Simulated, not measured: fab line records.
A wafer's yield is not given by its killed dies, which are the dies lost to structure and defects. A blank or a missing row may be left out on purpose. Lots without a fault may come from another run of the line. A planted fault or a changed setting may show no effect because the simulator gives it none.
What tool caused it? / flow n5Finfet / 24 lots, 72 wafers sampled, at 1 step of a route of 1938

== WHAT THE GAUGES READ, wafer by wafer ==
N5_BEOL_M4_INSPECT_30: inspects for defects (brightfield). Usual: 390 for rawDefectCount, sd 83.
lot=L074; measured=day 7 15:00; on=defectInspect-02; rawDefectCount=366 248 278; flag=
lot=L075; measured=day 7 21:17; on=defectInspect-01; rawDefectCount=478 634 680; flag=
lot=L076; measured=day 7 22:44; on=defectInspect-01; rawDefectCount=432 269 360; flag=
lot=L077; measured=day 8 05:47; on=defectInspect-02; rawDefectCount=418 287 387; flag=
lot=L078; measured=day 8 08:35; on=defectInspect-02; rawDefectCount=395 382 380; flag=
lot=L079; measured=day 9 04:33; on=defectInspect-01; rawDefectCount=408 313 367; flag=
lot=L080; measured=day 9 06:59; on=defectInspect-02; rawDefectCount=321 353 274; flag=
lot=L081; measured=day 9 19:19; on=defectInspect-01; rawDefectCount=468 516 346; flag=
lot=L082; measured=day 9 23:52; on=defectInspect-02; rawDefectCount=291 366 299; flag=
lot=L083; measured=day 10 00:26; on=defectInspect-01; rawDefectCount=361 371 351; flag=
lot=L084; measured=day 10 09:55; on=defectInspect-01; rawDefectCount=320 369 424; flag=
lot=L085; measured=day 10 10:14; on=defectInspect-02; rawDefectCount=285 402 301; flag=
lot=L087; measured=day 10 12:23; on=defectInspect-02; rawDefectCount=492 348 403; flag=
lot=L086; measured=day 10 16:05; on=defectInspect-01; rawDefectCount=374 449 304; flag=
lot=L088; measured=day 11 01:32; on=defectInspect-02; rawDefectCount=437 375 320; flag=
lot=L089; measured=day 11 21:27; on=defectInspect-02; rawDefectCount=402 467 325; flag=
lot=L090; measured=day 12 07:59; on=defectInspect-01; rawDefectCount=301 406 386; flag=
lot=L091; measured=day 12 08:55; on=defectInspect-02; rawDefectCount=355 304 347; flag=
lot=L093; measured=day 12 11:49; on=defectInspect-01; rawDefectCount=452 510 433; flag=
lot=L092; measured=day 12 16:31; on=defectInspect-02; rawDefectCount=464 505 443; flag=
lot=L095; measured=day 13 02:49; on=defectInspect-02; rawDefectCount=372 396 343; flag=
lot=L094; measured=day 13 05:27; on=defectInspect-02; rawDefectCount=430 385 394; flag=
lot=L097; measured=day 13 05:43; on=defectInspect-01; rawDefectCount=475 407 376; flag=
lot=L096; measured=day 13 08:17; on=defectInspect-01; rawDefectCount=384 487 399; flag=

== TOOL THAT RAN EACH LOT (tool first, then ch and the chambers of the sampled wafers, then the start) ==
The record holds no process step before these readings.

== AS READ BY THE TOOLS THEMSELVES (means over the sampled wafers that have a number; for cases with no such wafer, the mark the record gives instead) ==
The record holds no such reading with a usual standard deviation.

== THE ANSWER, worked out from the rows above alone ==
Rule: lot off if the mean of its wafers having a number is beyond 3 standard deviations from the usual mean. Also off: a lot with no number at a reading for which 4 or more lots have one. All remaining lots with rows at the step are treated as sound. The gauges are gone through in route order, then the tools' own readings, and for those a lot's mean is taken as printed above. At the first step where some lot is off, the reading lying furthest off is the one used; lots without a number count as furthest.
Across all readings shown, no lot is off: no conclusion can be drawn from this.

== WHAT WAS PUT IN BY THE SIMULATOR ==
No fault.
